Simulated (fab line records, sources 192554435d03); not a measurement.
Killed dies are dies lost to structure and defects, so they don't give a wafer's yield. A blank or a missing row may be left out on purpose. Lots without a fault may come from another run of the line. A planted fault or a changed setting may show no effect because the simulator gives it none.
Which tool did it? | flow n5_finfet | 11 lots, 31 wafers sampled, at 5 steps of a route of 1938

WHAT THE GAUGES READ, wafer by wafer
N5_MIM_BOT_LITHO_CD_MEAS_08: target cd 3000 nm. Usual: cd_nm 2999.7 nm, standard deviation 1.5.
lot  | measured     | on        | cd_nm (nm)           | flag
L874 | day 13 16:49 | cd_sem-01 | 2999.7 3000.4 3000.3 |
L877 | day 14 09:59 | cd_sem-03 | 3000.7 2999.6 3002.0 |
L878 | day 14 11:56 | cd_sem-03 | 3000.9 2998.0 2997.7 |
L879 | day 14 12:31 | cd_sem-01 | 2998.0 2999.2 2997.7 |
L881 | day 14 19:45 | cd_sem-01 | 3002.4 3001.7 3002.9 |
L883 | day 15 18:05 | cd_sem-02 | 2997.1 2998.1 2998.1 |
L887 | day 17 00:07 | cd_sem-01 | 2999.1 2998.3 3000.2 |
L888 | day 17 21:55 | cd_sem-01 | 3052.0 2999.0        | OFF
L889 | day 18 04:30 | cd_sem-02 | 3053.9 3002.3        | OFF
L895 | day 20 00:38 | cd_sem-02 | 2996.0 2999.2 2998.1 |
L896 | day 20 13:35 | cd_sem-03 | 3000.8 3000.7 2999.5 |

WHICH TOOL RAN EACH LOT (tool, then ch and the chambers of the sampled wafers, then the start)
lot  | N5_MIM_TOP_ALD_02                           | N5_MIM_TOP_ETCH_STRIP_01           | N5_MIM_TOP_ETCH_PECVD_03        | N5_MIM_BOT_LITHO_EXPOSE_05
L874 | ald_hk-02 ch 0,2,3, day 13 16:23 or earlier | rie_diel-01 ch 2,3, day 13 16:23   | pecvd-01 ch 0,1, day 13 16:28   | krf_scanner-01 ch 0, day 13 16:38
L877 | ald_hk-03 ch 0,1,2, day 14 09:26 or earlier | rie_diel-02 ch 0,3, day 14 09:26   | pecvd-04 ch 0,1,2, day 14 09:31 | krf_scanner-01 ch 0, day 14 09:49
L878 | ald_hk-01 ch 0,2,3, day 14 11:31 or earlier | rie_diel-02 ch 0,1,3, day 14 11:31 | pecvd-04 ch 0,1, day 14 11:35   | krf_scanner-01 ch 0, day 14 11:46
L879 | ald_hk-03 ch 0,1,3, day 14 11:58 or earlier | rie_diel-04 ch 0,1,3, day 14 11:58 | pecvd-04 ch 0,1,2, day 14 12:02 | krf_scanner-02 ch 0, day 14 12:21
L881 | ald_hk-01 ch 0,1, day 14 19:12 or earlier   | rie_diel-01 ch 0,2,3, day 14 19:12 | pecvd-01 ch 0,1,2, day 14 19:16 | krf_scanner-01 ch 0, day 14 19:35
L883 | ald_hk-01 ch 0,3, day 15 17:32 or earlier   | rie_diel-01 ch 0,1, day 15 17:32   | pecvd-01 ch 0,1, day 15 17:37   | krf_scanner-02 ch 0, day 15 17:55
L887 | ald_hk-01 ch 0,1,2, day 16 23:32 or earlier | rie_diel-02 ch 0,1, day 16 23:32   | pecvd-01 ch 0,1, day 16 23:37   | krf_scanner-02 ch 0, day 16 23:56
L888 | ald_hk-03 ch 0,1, day 17 21:21 or earlier   | rie_diel-02 ch 1,3, day 17 21:21   | pecvd-02 ch 0, day 17 21:25     | krf_scanner-01 ch 0, day 17 21:44
L889 | ald_hk-02 ch 2,3, day 18 04:05 or earlier   | rie_diel-04 ch 0,1, day 18 04:05   | pecvd-01 ch 0, day 18 04:08     | krf_scanner-01 ch 0, day 18 04:19
L895 | ald_hk-01 ch 0,1,2, day 20 00:05 or earlier | rie_diel-01 ch 0,1,3, day 20 00:05 | pecvd-01 ch 0,1,2, day 20 00:09 | krf_scanner-02 ch 0, day 20 00:28
L896 | ald_hk-02 ch 0,2, day 20 13:02 or earlier   | rie_diel-02 ch 2,3, day 20 13:02   | pecvd-01 ch 0,2, day 20 13:06   | krf_scanner-01 ch 0, day 20 13:24
- N5_MIM_TOP_ALD_02: deposits Al2O3, purge time 3 s, co reactant pulse time 3 s.
- N5_MIM_TOP_ETCH_STRIP_01: strips in O2.
- N5_MIM_TOP_ETCH_PECVD_03: deposits SiNx from SiH4/NH3/N2, target thk 20 nm, time 17.6 s.
- N5_MIM_BOT_LITHO_EXPOSE_05: exposes mask MIM BOT.

WHAT THE TOOLS THEMSELVES READ (means of the sampled wafers that have a number; where no wafer has one, the mark that the record gives instead)
N5_MIM_TOP_ALD_02. Usual: precursor_pulse_height_rel 1.002, standard deviation 0.02.
lot  | tool      | precursor_pulse_height_rel | flag
L874 | ald_hk-02 | 1.031                      |
L877 | ald_hk-03 | 1.012                      |
L878 | ald_hk-01 | 1.001                      |
L879 | ald_hk-03 | 0.982                      |
L881 | ald_hk-01 | 1.008                      |
L883 | ald_hk-01 | 1.006                      |
L887 | ald_hk-01 | 1.015                      |
L888 | ald_hk-03 | 1.003                      |
L889 | ald_hk-02 | 1.009                      |
L895 | ald_hk-01 | 0.974                      |
L896 | ald_hk-02 | 1.009                      |

N5_MIM_TOP_ETCH_STRIP_01. Usual: drypump_motor_current_A 5.4 A, standard deviation 0.47; oes_product_au 0.79 a.u., standard deviation 0.092; rf_vpp_V 3.6 V, standard deviation 1.4; showerhead_plenum_p_Torr 2.15 Torr, standard deviation 0.046; throttle_valve_pct 16.66 %, standard deviation 0.2.
lot  | tool        | drypump_motor_current_A (A) | oes_product_au (a.u.) | rf_vpp_V (V) | showerhead_plenum_p_Torr (Torr) | throttle_valve_pct (%) | flag
L874 | rie_diel-01 | 4.8                         | 0.72                  | 4.6          | 2.11                            | 16.81                  |
L877 | rie_diel-02 | 5.2                         | 0.69                  | 3.5          | 2.16                            | 16.74                  |
L878 | rie_diel-02 | 5.2                         | 0.72                  | 2.9          | 2.17                            | 16.62                  |
L879 | rie_diel-04 | 5.9                         | 0.84                  | 4.7          | 2.15                            | 16.57                  |
L881 | rie_diel-01 | 5.0                         | 0.72                  | 4.1          | 2.14                            | 16.73                  |
L883 | rie_diel-01 | 5.6                         | 0.77                  | 3.4          | 2.16                            | 16.57                  |
L887 | rie_diel-02 | 5.1                         | 0.80                  | 4.2          | 2.16                            | 16.55                  |
L888 | rie_diel-02 | 5.3                         | 0.72                  | 4.2          | 2.17                            | 16.55                  |
L889 | rie_diel-04 | 6.1                         | 0.85                  | 2.5          | 2.17                            | 16.56                  |
L895 | rie_diel-01 | 5.3                         | 0.74                  | 4.7          | 2.15                            | 16.65                  |
L896 | rie_diel-02 | 5.3                         | 0.74                  | 2.1          | 2.17                            | 16.77                  |

N5_MIM_TOP_ETCH_PECVD_03. Usual: heater_power_w 741 W, standard deviation 83; showerhead_plenum_p_Torr 5.16 Torr, standard deviation 0.064; throttle_valve_pct 39.5 %, standard deviation 2.2.
lot  | tool     | heater_power_w (W) | showerhead_plenum_p_Torr (Torr) | throttle_valve_pct (%) | flag
L874 | pecvd-01 | 739                | 5.11                            | 39.8                   |
L877 | pecvd-04 | 774                | 5.21                            | 39.4                   |
L878 | pecvd-04 | 800                | 5.20                            | 40.8                   |
L879 | pecvd-04 | 757                | 5.21                            | 39.7                   |
L881 | pecvd-01 | 746                | 5.13                            | 38.5                   |
L883 | pecvd-01 | 663                | 5.07                            | 39.2                   |
L887 | pecvd-01 | 684                | 5.07                            | 39.3                   |
L888 | pecvd-02 | 626                | 5.17                            | 43.7                   |
L889 | pecvd-01 | 708                | 5.03                            | 38.5                   |
L895 | pecvd-01 | 739                | 5.12                            | 38.8                   |
L896 | pecvd-01 | 785                | 5.14                            | 37.6                   |

THE ANSWER, worked out from the rows above alone
Rule: a lot is off if the mean of its wafers that have a number lies more than 3 standard deviations from the usual mean. A lot without any number at a reading at which 4 lots or more have one is off too. The other lots that the step has rows for count as sound. The gauges are gone through in route order, then the tools' own readings, and for those a lot's mean is taken as printed above. The first step at which some lot is off is used, and at that step the reading that is off furthest; a lot without a number counts as furthest.
Off: L888, L889, at N5_MIM_BOT_LITHO_CD_MEAS_08 (cd_nm).
A tool fits if, at a process step before that reading, it ran every lot that is off, and no sound lot after the first of them. The gauges at N5_MIM_BOT_LITHO_CD_MEAS_08 are tried like those tools. N5_MIM_TOP_ALD_02 gives no start for some lots, so the hours and the order of its lots are those of N5_MIM_TOP_ETCH_STRIP_01. None of those tried fits.

WHAT THE SIMULATOR HAD PUT IN
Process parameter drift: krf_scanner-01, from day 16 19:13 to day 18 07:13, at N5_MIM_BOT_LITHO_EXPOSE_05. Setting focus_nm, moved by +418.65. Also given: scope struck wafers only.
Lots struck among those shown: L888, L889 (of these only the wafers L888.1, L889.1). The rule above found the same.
